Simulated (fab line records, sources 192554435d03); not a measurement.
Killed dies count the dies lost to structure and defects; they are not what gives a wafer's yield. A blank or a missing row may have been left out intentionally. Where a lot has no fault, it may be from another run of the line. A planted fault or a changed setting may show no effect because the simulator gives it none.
A lot that was struck, set against a sound lot :: flow n5Finfet :: 36 out of 1938 route steps
Sound: wafers L870.3, L870.4, L870.6. Struck: wafer L885.5 (left out: L885.2, L885.6 of the same lot, which were not struck); the cause appears at the end.
For every step that has rows: the tool of each side, followed by ch and its chambers, followed by its first start. Under that, the readings that differ: sound wafers :: struck wafers :: difference of the means :: sigmas: that difference in standard deviations of wafers without a fault.
alike: readings with means less than 2 such deviations apart, plus words and numbers identical on both sides. not compared: withheld readings, readings lacking a value on some wafer, bounds such as >300 that could conceal the same value, and numbers that have no deviation in the record and whose values overlap.
A row with sigmas, a row that says differs or no value, or rows on one side alone: a step with any of these is where the two part. When numbers do not overlap yet have no deviation, they are printed without sigmas and do not part them. A reading missing from all wafers of one side parts the sides only when that side holds two or more wafers.

first, 10 steps without rows for these wafers: N5_STI_FIN_REVEAL_PRECLEAN_18 (cleans in SC2, time 45 s); N5_STI_FIN_REVEAL_SRD_28 (time 30 s); N5_DUMMY_GATE_PRECLEAN_00 (cleans in O3/DIW, time 60 s); N5_DUMMY_GATE_SRD_01 (time 30 s); N5_DUMMY_GATE_ALD_02 (deposits SiO2, target thk 2 nm, pulse time 1 s); N5_DUMMY_GATE_CVD_03 (deposits a-Si from SiH4, target thk 150 nm, time 8042 s); N5_DUMMY_GATE_PRECLEAN_46 (cleans in DIW, time 89.5 s); N5_DUMMY_GATE_SRD_47 (dry time 32 s); N5_DUMMY_GATE_CMP_04 (polishes a-Si); N5_DUMMY_GATE_HM_DEP_06 (deposits SiNx from DCS/NH3, target thk 80 nm, time 5141 s).
N5_DUMMY_GATE_PECVD_30: deposits SiO2 from TEOS/O2, target thk 55 nm, time 10.8 s.
  sound on pecvd-04 ch 0,1,2, day 3 16:04; struck on pecvd-04 ch 1, day 7 09:58
reading: model.SiO2_of_DUMMY_GATE_PECVD_30.thkNm (nm)
sound: 53 55.2 56.4
struck: 79.4
difference: +24.5
sigmas: 
  not compared: sinceWetCleanH
then, 22 steps without rows for these wafers: N5_DUMMY_GATE_COAT_34 (time 60 s, resist thk 60 nm); N5_DUMMY_GATE_COAT_35 (time 60 s, resist thk 10 nm); N5_DUMMY_GATE_COAT_28 (time 60 s, resist thk 10 nm); N5_DUMMY_GATE_COAT_09 (resist thk 30 nm); N5_DUMMY_GATE_EBR_11; N5_DUMMY_GATE_SOFTBAKE_10 (time 60 s); N5_DUMMY_GATE_EXPOSE_12 (exposes mask GATE, target cd 25 nm); N5_DUMMY_GATE_PEB_13 (peb time 60 s); N5_DUMMY_GATE_DEVELOP_14 (develop time 30 s); N5_DUMMY_GATE_DESCUM_20 (chemistry O2, time 6.2 s); N5_DUMMY_GATE_ETCH_29 (etches underlayer in N2/H2, target depth 13 nm); N5_DUMMY_GATE_ETCH_36 (etches SiARC in CF4, target depth 13 nm); N5_DUMMY_GATE_ETCH_37 (etches SOC in N2/H2, target depth 60 nm, overetch 30 nm); N5_DUMMY_GATE_STRIP_38 (strips in N2/H2); N5_DUMMY_GATE_STRIP_39 (strips in N2/H2); N5_DUMMY_GATE_TRIM_49 (chemistry O2, time 29 s, target cd 14 nm); N5_DUMMY_GATE_STRIP_40 (strips in CF4); N5_DUMMY_GATE_ETCH_31 (etches SiO2 in C4F6/O2, target depth 82.5 nm, time 27.5 s); N5_DUMMY_GATE_STRIP_41 (strips in O2); N5_DUMMY_GATE_HM_OPEN_21 (chemistry CH3F/O2, target SiNx, target depth 120 nm, time 171.4 s); N5_DUMMY_GATE_ETCH_32 (etches SiO2 in CF4, target depth 3.5 nm, time 3.9 s); N5_DUMMY_GATE_ETCH_23 (etches poly-Si in HBr/Cl2/O2, target depth 41 nm, time 22.3 s).
N5_DUMMY_GATE_ETCH_44: etches poly-Si in HBr/O2, stops on SiO2, target depth 127.5 nm.
  sound on rieSi-03 ch 1,3, day 3 17:31; struck on rieSi-03 ch 1, day 7 11:20
reading: model.SiO2_of_DUMMY_GATE_PECVD_30.thkNm (nm)
sound: 36.4 38.2 39
struck: 63.4
difference: +25.5
sigmas: 
  alike: drypumpMotorCurrentA, oesProductAu, throttleValvePct
  not compared: rfHoursCounterH
-- here the record skips 6 days between the struck wafers' starts before and after, leaving off in module DUMMY_GATE and picking up in module BEOL_M4 (first step shown: number 1111 of the route) --
N5_BEOL_M4_RC_MEAS_101:
  sound on prober-01 ch 0, day 8 17:34; struck on prober-02 ch 0, day 13 03:07
reading: DIBL_N (mV/V)
sound: 36.1 37.6 37.3
struck: 41.5
difference: +4.5
sigmas: +2

reading: ION_N (uA/um)
sound: 666 671 675
struck: 698
difference: +27
sigmas: +2

reading: VT_N (mV)
sound: 250 250 248
struck: 242
difference: -7
sigmas: -2
  alike: DIBL_P, IOFF_N, IOFF_P, ION_P, SS_N, SS_P, VT_P
-- here the record skips 4 days between the struck wafers' starts before and after, leaving off in module BEOL_M4 and picking up in module PASSIVATION (first step shown: number 1936 of the route) --
N5_PASSIVATION_PROBE_49:
  sound on prober-01, day 13 04:19; struck on prober-02, day 17 10:54
  alike: defectLimitedYield, killed_at_M0_to_M3, killed_at_M4_up, killedAtContacts, killedAtFrontEnd, killedAtOther, killedDies, killedOpen, killedShort, sort_bin_5_function, sort_bin_6_memory, sort_bin_8_speed, sortNPass, sortYieldPct

== WHERE THEY PART ==
Only at N5_BEOL_M4_RC_MEAS_101, as far as this record shows. Later steps at which nothing parts them and some readings are alike: N5_PASSIVATION_PROBE_49.

WHY: what the simulator had put in
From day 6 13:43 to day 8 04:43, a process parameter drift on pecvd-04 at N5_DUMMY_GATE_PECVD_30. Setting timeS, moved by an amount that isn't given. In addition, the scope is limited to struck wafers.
